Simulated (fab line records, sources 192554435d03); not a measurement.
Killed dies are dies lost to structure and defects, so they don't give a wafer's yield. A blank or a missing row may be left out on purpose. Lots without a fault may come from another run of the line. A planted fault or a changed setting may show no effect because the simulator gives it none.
fab line records | flow n5_finfet
record lots=6 wafers=18 last_day=17
route steps=1938 shown BEOL_M9@1463 BEOL_M10@1470 PASSIVATION@1936
lots that met no fault: from a run of the same line without faults
start_h: hours from the record's first day to the start of the lot's first wafer shown | wait_h: hours since the lot's step before | " the same as in the row above | L1.1+2: a row that stands for several wafers | - no value, or no start given | * or withheld: withheld | < > ~ a bound
route shown NAME@n: a module of which the file shows steps, and the number in the route of the first | usual: mean/standard deviation of fault-free wafers | same: alike in all rows | chamber/n: place in a boat | sites: the reading at each site | _std_site: their standard deviation | _edge_site: outer sites' mean less inner sites' | radius_mm: how far each site lies from the wafer's centre | mask NAME#n: copy n | behind: the tool/chamber that last shaped the wafer | hold: why the lot was held/for how many hours/how that ended | device: the transistor (n, p or np) that didn't switch | end of line: the same wafers' tests at the end of the route | a step without rows: its recipe alone | killed: dies lost to structure and defects at the first sort, not the wafer's yield | map: a wafer's dies, x killed, . not, _ none there
set.NAME: the setting as run; set.NAME@STEP: as run at that earlier step | model.NAME: the simulator's own value behind a step, which no gauge read
lots at some steps of the route; a table a step, a row a wafer
services: from which hour (start_h, from the record's first day; less than 0 if before it) a tool's chamber was out of use, for how many hours, and why
## steps
# step N5_BEOL_M9_ANNEAL_51
# recipe temp_c=225 time_s=90 ambient=N2
# usual anneal_temp_c_max=226.16/0.24 wafer_temp_C_max=225.92/0.21
# columns lot.wafer tool chamber start_h wait_h anneal_temp_c_max wafer_temp_C_max
L361.2 rtp_anneal-01 0 224.08 0.1 226.27 226.08
L361.4 " 0 " " 226.29 225.94
L361.5 " 0 " " 226.56 225.89
L360.1 rtp_anneal-02 0 226.06 0.2 226.08 225.99
L360.3 " 0 " " 226.21 226.19
L360.4 " 0 " " 226.14 226.00
L362.3 rtp_anneal-02 0 241.46 0.1 226.19 225.42
L362.5 " 0 " " 225.98 225.49
L362.6 " 0 " " 226.00 225.83
L373.1 rtp_anneal-02 0 327.57 0.3 226.02 225.85
L373.4 " 0 " " 226.19 226.01
L373.6 " 0 " " 226.25 225.89
L374.1 rtp_anneal-02 0 330.24 0.2 225.95 225.67
L374.3 " 0 " " 225.97 226.29
L374.5 " 0 " " 226.03 226.07
L376.2 rtp_anneal-02 0 341.39 0.7 225.69 225.79
L376.4 " 0 " " 226.17 226.20
L376.6 " 0 " " 226.15 225.57
# step N5_BEOL_M9_CMP_52
# recipe stop_on=SiCOH_lowk t_overpolish_s=7 down_force_psi=1 platen_rpm=50 clearing_platen_down_force_psi=1.5 clearing_platen_rpm=50 post_cmp_clean=cu_alkaline target_thk_nm=140 clearing_platen_pad_velocity_m_s=0.99484 pad_velocity_m_s=0.99484
# step N5_BEOL_M9_THK_MEAS_53
# recipe thk_meas_gauge=xrf reads=Cu_of_BEOL_M9_ECD_50
# usual M9_THK=137.6/2.2
# columns lot.wafer tool chamber start_h wait_h M9_THK[nm]
L361.2 film_metro-01 - 224.64 - 139.9
L361.4 " - " " 141.0
L361.5 " - " " 140.7
L360.1 film_metro-01 - 226.65 - 134.7
L360.3 " - " " 135.3
L360.4 " - " " 135.8
L362.3 film_metro-02 - 241.97 - 136.3
L362.5 " - " " 135.9
L362.6 " - " " 134.8
L373.1 film_metro-02 - 328.16 - 140.2
L373.4 " - " " 140.5
L373.6 " - " " 141.1
L374.1 film_metro-02 - 330.83 - 137.7
L374.3 " - " " 135.2
L374.5 " - " " 136.4
L376.2 film_metro-02 - 341.93 - 136.5
L376.4 " - " " 138.7
L376.6 " - " " 135.1
# step N5_BEOL_M9_PRE_CLEAN_55
# recipe gas=NH3 time_s=15 temp_c=withheld rf_power_w=300
# step N5_BEOL_M9_DEP_56
# recipe material=SiCN target_thk_a=150 temp_c=withheld precursor=3MS/NH3 pressure_torr=3 rf_w=202 time_s=26.5
# usual showerhead_plenum_p_Torr=3.656/0.011 throttle_valve_pct=8.8/0.47
# columns lot.wafer tool chamber start_h wait_h showerhead_plenum_p_Torr throttle_valve_pct
L361.2 pecvd-04 0 224.71 0.0 3.661 9.3
L361.4 " 1 " " 3.647 9.3
L361.5 " 0 " " 3.664 9.1
L360.1 pecvd-03 1 226.72 0.0 3.663 8.7
L360.3 " 2 " " 3.649 8.5
L360.4 " 1 " " 3.652 8.6
L362.3 pecvd-01 1 242.03 0.0 3.657 9.0
L362.5 " 1 " " 3.658 9.0
L362.6 " 0 " " 3.663 9.3
L373.1 pecvd-03 0 328.22 0.0 3.631 9.1
L373.4 " 0 " " 3.639 8.9
L373.6 " 2 " " 3.657 8.6
L374.1 pecvd-03 2 330.89 0.0 3.655 8.3
L374.3 " 1 " " 3.652 8.5
L374.5 " 1 " " 3.658 8.7
L376.2 pecvd-04 0 341.99 0.0 3.656 9.2
L376.4 " 2 " " 3.651 8.2
L376.6 " 1 " " 3.654 9.0
# step N5_BEOL_M9_RS_MEAS_57
# recipe thk_meas_gauge=four-point-probe reads=Cu_of_BEOL_M9_ECD_50+Co_of_BEOL_M9_CVD_78+TaN_of_BEOL_M9_ALD_74
# usual M9_RS=0.1522/0.0025
# columns lot.wafer tool chamber start_h wait_h M9_RS[ohm/sq]
L361.2 film_metro-01 - 224.81 0.1 0.1498
L361.4 " - " " 0.1490
L361.5 " - " " 0.1489
L360.1 film_metro-02 - 226.79 0.1 0.1553
L360.3 " - " " 0.1540
L360.4 " - " " 0.1533
L362.3 film_metro-01 - 242.10 0.1 0.1539
L362.5 " - " " 0.1550
L362.6 " - " " 0.1563
L373.1 film_metro-02 - 328.30 0.1 0.1498
L373.4 " - " " 0.1498
L373.6 " - " " 0.1488
L374.1 film_metro-02 - 330.97 0.1 0.1513
L374.3 " - " " 0.1547
L374.5 " - " " 0.1534
L376.2 film_metro-01 - 342.07 0.1 0.1528
L376.4 " - " " 0.1503
L376.6 " - " " 0.1531
# step N5_BEOL_M9_INSPECT_58
# recipe inspect_instrument=darkfield mode=post_dep
# usual raw_defect_count=74/23
# columns lot.wafer tool chamber start_h wait_h raw_defect_count
L361.2 defect_inspect-01 - 224.83 0.0 89
L361.4 " - " " 133
L361.5 " - " " 105
L360.1 defect_inspect-01 - 226.81 0.0 56
L360.3 " - " " 77
L360.4 " - " " 36
L362.3 defect_inspect-01 - 242.13 0.0 97
L362.5 " - " " 70
L362.6 " - " " 112
L373.1 defect_inspect-02 - 328.32 0.0 81
L373.4 " - " " 89
L373.6 " - " " 93
L374.1 defect_inspect-01 - 330.99 0.0 71
L374.3 " - " " 72
L374.5 " - " " 46
L376.2 defect_inspect-02 - 342.09 0.0 55
L376.4 " - " " 45
L376.6 " - " " 86
# step N5_BEOL_M10_ILD_DEP_00
# recipe material=SiCOH_lowk target_thk_a=3085.1 temp_c=300 precursor=DEMS/porogen pressure_torr=5 rf_w=500 time_s=58
# usual heater_power_w=301/73 showerhead_plenum_p_Torr=5.735/0.013 throttle_valve_pct=13.7/0.79
# columns lot.wafer tool chamber start_h wait_h heater_power_w showerhead_plenum_p_Torr throttle_valve_pct
L361.2 pecvd-01 2 224.87 0.0 256 5.745 12.5
L361.4 " 1 " " 354 5.735 14.3
L361.5 " 2 " " 271 5.749 12.5
L360.1 pecvd-04 0 226.85 0.0 242 5.727 14.0
L360.3 " 0 " " 249 5.728 14.0
L360.4 " 1 " " 309 5.728 13.7
L362.3 pecvd-04 1 242.16 0.0 339 5.709 13.7
L362.5 " 1 " " 343 5.729 14.0
L362.6 " 2 " " 371 5.734 12.1
L373.1 pecvd-02 1 328.36 0.0 248 5.763 14.3
L373.4 " 1 " " 264 5.768 14.5
L373.6 " 2 " " 463 5.733 13.8
L374.1 pecvd-04 0 331.03 0.0 252 5.736 14.2
L374.3 " 1 " " 278 5.736 13.5
L374.5 " 0 " " 257 5.739 14.0
L376.2 pecvd-02 0 342.13 0.0 379 5.735 14.5
L376.4 " 2 " " 388 5.735 13.9
L376.6 " 0 " " 394 5.708 14.3
# step N5_BEOL_M10_CURE_71
# recipe temp_c=385 time_s=240 ambient=He/Ar material=SiCOH_lowk
# usual lamp_power_pct=52.32/0.056 wafer_temp_C_max=386.4/0.37
# columns lot.wafer tool chamber start_h wait_h lamp_power_pct wafer_temp_C_max
L361.2 uv_cure-01 1 225.06 0.2 52.38 386.4
L361.4 " 1 " " 52.28 386.0
L361.5 " 1 " " 52.34 386.0
L360.1 uv_cure-02 2 226.96 0.1 52.28 386.2
L360.3 " 2 " " 52.32 385.8
L360.4 " 2 " " 52.23 386.0
L362.3 uv_cure-01 2 242.40 0.2 52.33 387.9
L362.5 " 2 " " 52.31 387.7
L362.6 " 2 " " 52.29 386.6
L373.1 uv_cure-01 2 328.44 0.0 52.32 385.9
L373.4 " 2 " " 52.32 386.7
L373.6 " 2 " " 52.42 387.1
L374.1 uv_cure-03 2 331.11 0.0 52.28 386.7
L374.3 " 2 " " 52.31 386.7
L374.5 " 2 " " 52.34 386.5
L376.2 uv_cure-03 0 342.29 0.1 52.31 386.6
L376.4 " 0 " " 52.24 386.9
L376.6 " 0 " " 52.40 386.0
# step N5_BEOL_M10_THK_MEAS_01
# recipe reads=SiCOH_lowk_of_BEOL_M10_ILD_DEP_00
# usual M10_ILD_THK=268/3.4
# columns lot.wafer tool chamber start_h wait_h M10_ILD_THK[nm]
L361.2 film_metro-02 - 225.49 0.4 265
L361.4 " - " " 265
L361.5 " - " " 270
L360.1 film_metro-01 - 227.47 0.4 263
L360.3 " - " " 267
L360.4 " - " " 268
L362.3 film_metro-02 - 242.75 0.3 267
L362.5 " - " " 275
L362.6 " - " " 271
L373.1 film_metro-01 - 328.95 0.4 264
L373.4 " - " " 272
L373.6 " - " " 272
L374.1 film_metro-02 - 331.62 0.4 269
L374.3 " - " " 266
L374.5 " - " " 272
L376.2 film_metro-01 - 342.72 0.4 267
L376.4 " - " " 272
L376.6 " - " " 272
# step N5_BEOL_M10_PECVD_70
# recipe material=SiO2 target_thk_a=200 temp_c=400 precursor=TEOS/O2 pressure_torr=5.5 rf_w=450 teos_flow_sccm=53.8 gas=O2 flow_sccm=3000 time_s=22.7
# usual heater_power_w=688/120 showerhead_plenum_p_Torr=8.76/0.054 throttle_valve_pct=22.4/1.2
# columns lot.wafer tool chamber start_h wait_h heater_power_w showerhead_plenum_p_Torr throttle_valve_pct
L361.2 pecvd-01 2 225.53 0.0 645 8.80 20.5
L361.4 " 2 " " 659 8.79 20.3
L361.5 " 2 " " 664 8.81 20.3
L360.1 pecvd-02 2 227.51 0.0 881 8.71 22.1
L360.3 " 0 " " 736 8.70 23.4
L360.4 " 2 " " 880 8.70 21.8
L362.3 pecvd-04 0 242.79 0.0 574 8.73 22.7
L362.5 " 0 " " 568 8.77 22.5
L362.6 " 1 " " 715 8.72 22.2
L373.1 pecvd-01 2 328.99 0.0 574 8.81 20.7
L373.4 " 0 " " 532 8.79 23.6
L373.6 " 2 " " 580 8.82 20.5
L374.1 pecvd-02 0 331.66 0.0 673 8.68 23.3
L374.3 " 1 " " 526 8.87 23.2
L374.5 " 1 " " 522 8.88 23.5
L376.2 pecvd-04 1 342.76 0.0 704 8.73 22.2
L376.4 " 1 " " 697 8.71 22.1
L376.6 " 0 " " 580 8.76 22.9
# step N5_BEOL_M10_HM_DEP_02
# recipe material=TiN target_thk_a=200 temp_c=25 chamber_pressure_pa=0.49996
# step N5_BEOL_M10_COAT_59
# recipe resist=SOC temp_c=250 time_s=60 spin_rpm=1500 resist_thk_nm=100
# usual heater_power_total_W=500.4/1.7 plate_temp_C=250.01/0.16
# columns lot.wafer tool chamber start_h wait_h heater_power_total_W plate_temp_C
L361.2 litho_track-05 0 226.03 0.1 491.1 246.15
L361.4 " 0 " " 490.6 246.11
L361.5 " 0 " " 491.8 246.19
L360.1 litho_track-01 0 229.84 0.1 501.2 249.79
L360.3 " 0 " " 498.2 250.04
L360.4 " 0 " " 500.9 250.07
L362.3 litho_track-05 0 244.31 0.1 492.7 245.99
L362.5 " 0 " " 491.6 246.00
L362.6 " 0 " " 488.9 246.00
L373.1 litho_track-05 0 330.46 0.1 498.2 249.98
L373.4 " 0 " " 499.1 250.14
L373.6 " 0 " " 502.3 250.08
L374.1 litho_track-03 0 333.36 0.1 499.8 250.01
L374.3 " 0 " " 501.1 249.77
L374.5 " 0 " " 499.4 250.10
L376.2 litho_track-01 0 344.24 0.1 502.5 250.24
L376.4 " 0 " " 500.7 249.92
L376.6 " 0 " " 497.7 249.84
# step N5_BEOL_M10_COAT_60
# recipe resist=SiARC temp_c=220 time_s=60 spin_rpm=1500 resist_thk_nm=30
# step N5_PASSIVATION_PROBE_49
# usual defect_limited_yield=91.6/1.4 killed_at_M0_to_M3=35/10 killed_at_M4_up=13/5.3 killed_at_contacts=12/5.9 killed_at_front_end=36/9.9 killed_at_other=3.2/3 killed_dies=99/16 killed_on_rim=13/3.9 killed_open=66/12 killed_short=32/7.7 sort_bin_5_function=4.9/0.91 sort_bin_6_memory=3.2/0.65 sort_n_pass=1081/16 sort_yield_pct=91.6/1.4
# same gross_dies=1180 killed_at_back_side=0 sort_bin_4_leakage[%]=0 sort_bin_8_speed[%]=0
# columns lot.wafer tool chamber start_h wait_h defect_limited_yield[%] killed_at_M0_to_M3 killed_at_M4_up killed_at_contacts killed_at_front_end killed_at_other killed_dies killed_on_rim killed_open killed_short sort_bin_5_function[%] sort_bin_6_memory[%] sort_n_pass sort_yield_pct[%]
L361.2 prober-01 - 287.91 0.1 91.4 27 11 29 25 9 101 20 73 28 5.0 3.1 1079 91.4
L361.4 prober-01 - 288.01 0.2 89.7 37 21 24 37 3 122 17 88 33 6.4 3.4 1058 89.7
L361.5 prober-01 - 288.06 0.2 89.5 52 14 22 34 2 124 18 79 45 6.5 3.7 1056 89.5
L360.1 prober-02 - 288.66 0.0 93.8 20 8 9 35 1 73 16 49 23 3.6 2.1 1107 93.8
L360.3 prober-02 - 288.76 0.1 92.0 24 14 12 39 5 94 17 57 36 4.8 3.0 1086 92.0
L360.4 prober-02 - 288.81 0.2 92.0 30 19 11 29 5 94 9 62 32 4.8 2.9 1086 92.0
L362.3 prober-01 - 299.04 0.1 92.8 45 9 14 15 2 85 8 54 28 3.9 3.2 1095 92.8
L362.5 prober-01 - 299.14 0.2 93.6 26 7 5 37 0 75 16 45 28 3.6 2.5 1105 93.6
L362.6 prober-01 - 299.19 0.3 94.3 13 10 5 37 2 67 9 41 26 3.5 1.9 1113 94.3
L373.1 prober-02 - 382.68 0.0 92.0 35 13 18 26 2 94 12 67 27 5.1 2.8 1086 92.0
L373.4 prober-02 - 382.83 0.2 93.4 24 9 12 27 6 78 10 47 31 3.6 3.0 1102 93.4
L373.6 prober-02 - 382.93 0.3 93.6 29 6 7 30 4 76 10 52 24 4.4 2.0 1104 93.6
# killed by level:class
L361.2 MOL_CONTACT_COAG:geometric_particle:open=27 BEOL_M2:geometric_particle:open=7 BEOL_M4:geometric_particle:open=7 FIN_SAQP:geometric_particle:short=5 BEOL_M3:geometric_particle:open=4 DUMMY_GATE:geometric_particle:open=3 BEOL_M0_SAQP:geometric_particle:open=3 BEOL_M1:geometric_particle:open=3
L361.4 MOL_CONTACT_COAG:geometric_particle:open=20 FIN_SAQP:geometric_particle:open=15 BEOL_M4:geometric_particle:open=13 BEOL_M0_SAQP:geometric_particle:open=9 FIN_SAQP:geometric_particle:short=7 BEOL_M1:geometric_particle:open=7 BEOL_M3:geometric_particle:open=7 STARTING-WAFER:geometric_particle:short=5
L361.5 MOL_CONTACT_COAG:geometric_particle:open=16 BEOL_M3:geometric_particle:open=11 BEOL_M1:geometric_particle:short=10 BEOL_M0_SAQP:geometric_particle:short=9 BEOL_M1:geometric_particle:open=8 FIN_SAQP:geometric_particle:short=7 BEOL_M2:geometric_particle:open=7 MOL_CONTACT_COAG:geometric_particle:short=6
L360.1 STI_FIN_REVEAL:geometric_particle:open=17 MOL_CONTACT_COAG:geometric_particle:open=7 BEOL_M2:geometric_particle:open=7 BEOL_M4:geometric_particle:open=6 BEOL_M3:geometric_particle:short=5 FIN_SAQP:geometric_particle:short=4 STI_FIN_REVEAL:geometric_particle:short=3 BEOL_M0_SAQP:geometric_particle:open=3
L360.3 FIN_SAQP:geometric_particle:short=8 DUMMY_GATE:geometric_particle:open=8 MOL_CONTACT_COAG:geometric_particle:open=8 BEOL_M4:geometric_particle:open=7 BEOL_M2:geometric_particle:open=5 FIN_SAQP:geometric_particle:open=4 GATE_CUT:geometric_particle:short=4 MOL_CONTACT_COAG:geometric_particle:short=4
L360.4 MOL_CONTACT_COAG:geometric_particle:open=9 BEOL_M0_SAQP:geometric_particle:open=8 STI_FIN_REVEAL:geometric_particle:open=7 BEOL_M4:geometric_particle:open=7 BEOL_M3:geometric_particle:short=6 BEOL_M8:geometric_particle:open=4 BEOL_M2:geometric_particle:open=4 BEOL_M3:geometric_particle:open=4
L362.3 MOL_CONTACT_COAG:geometric_particle:open=10 BEOL_M2:geometric_particle:open=9 BEOL_M0_SAQP:geometric_particle:open=8 BEOL_M1:geometric_particle:open=7 BEOL_M1:geometric_particle:short=7 BEOL_M0_SAQP:geometric_particle:short=6 BEOL_M3:geometric_particle:open=5 DUMMY_GATE:geometric_particle:open=4
L362.5 BEOL_M1:geometric_particle:open=7 GATE_CUT:geometric_particle:short=5 BEOL_M2:geometric_particle:open=5 STARTING-WAFER:geometric_particle:short=5 FIN_SAQP:geometric_particle:open=4 GATE_CUT:geometric_particle:open=4 MOL_CONTACT_COAG:geometric_particle:open=4 BEOL_M3:geometric_particle:open=4
L362.6 DUMMY_GATE:geometric_particle:open=7 FIN_SAQP:geometric_particle:open=6 GATE_CUT:geometric_particle:short=6 BEOL_M4:geometric_particle:open=6 BEOL_M0_SAQP:geometric_particle:short=5 MOL_CONTACT_COAG:geometric_particle:open=4 STARTING-WAFER:geometric_particle:open=4 FIN_SAQP:geometric_particle:short=3
L373.1 MOL_CONTACT_COAG:geometric_particle:open=16 BEOL_M3:geometric_particle:open=11 BEOL_M0_SAQP:geometric_particle:open=8 BEOL_M0_SAQP:geometric_particle:short=6 BEOL_M1:geometric_particle:open=6 BEOL_M4:geometric_particle:open=6 GATE_CUT:geometric_particle:short=5 FIN_SAQP:geometric_particle:short=4
L373.4 BEOL_M0_SAQP:geometric_particle:short=10 MOL_CONTACT_COAG:geometric_particle:open=9 FIN_SAQP:geometric_particle:open=6 GATE_CUT:geometric_particle:short=6 BEOL_M0_SAQP:geometric_particle:open=6 BEOL_M3:geometric_particle:open=5 DUMMY_GATE:geometric_particle:open=3 ILD0:geometric_particle:open=3
L373.6 BEOL_M3:geometric_particle:open=9 FIN_SAQP:geometric_particle:short=8 BEOL_M0_SAQP:geometric_particle:open=8 MOL_CONTACT_COAG:geometric_particle:open=7 FIN_SAQP:geometric_particle:open=6 BEOL_M0_SAQP:geometric_particle:short=6 DUMMY_GATE:geometric_particle:open=4 GATE_CUT:geometric_particle:open=3
## services
# columns tool chamber start_h hours kind
pecvd-03 - 200.13 2.5 repair
pecvd-04 2 202.38 - clean
pecvd-04 2 202.38 - consumable_replace:showerhead
pecvd-04 2 202.38 29.0 scheduled_down
pecvd-04 2 202.38 29.0 vent_cycle
uv_cure-03 - 210.00 1.0 pm
pecvd-04 - 217.65 0.6 repair
pecvd-01 0 220.69 5.0 repair
pecvd-02 - 229.09 14.6 pm
uv_cure-01 - 234.39 7.2 repair
pecvd-02 2 248.58 19.8 repair
pecvd-03 - 253.57 0.4 repair
pecvd-03 - 270.44 0.6 repair
uv_cure-02 - 279.89 2.1 pm
uv_cure-03 - 282.59 7.5 pm
uv_cure-01 - 284.79 7.5 pm
uv_cure-01 - 295.19 9.9 repair
pecvd-04 0 295.90 4.6 repair
rtp_anneal-02 - 308.81 2.9 pm
uv_cure-03 - 318.44 1.2 repair
litho_track-05 - 336.33 - consumable_replace:filter
uv_cure-02 - 342.75 22.2 pm
## key
first_sign step=N5_BEOL_M10_COAT_59 reading=plate_temp_C direction=down sigmas=24 usual=* struck=*
effect step=N5_BEOL_M10_COAT_59 reading=heater_power_total_W direction=down sigmas=5.4 usual=* struck=*
met_at N5_BEOL_M10_COAT_59
struck_wafers L361.2,L361.4,L361.5,L362.3,L362.5,L362.6
fault kind=process_parameter_drift tool=litho_track-05 chamber=- onset_h=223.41 steps=N5_BEOL_M10_COAT_59 channel=temp_c offset=* shape=step end_h=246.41 acts_in=* stated=*
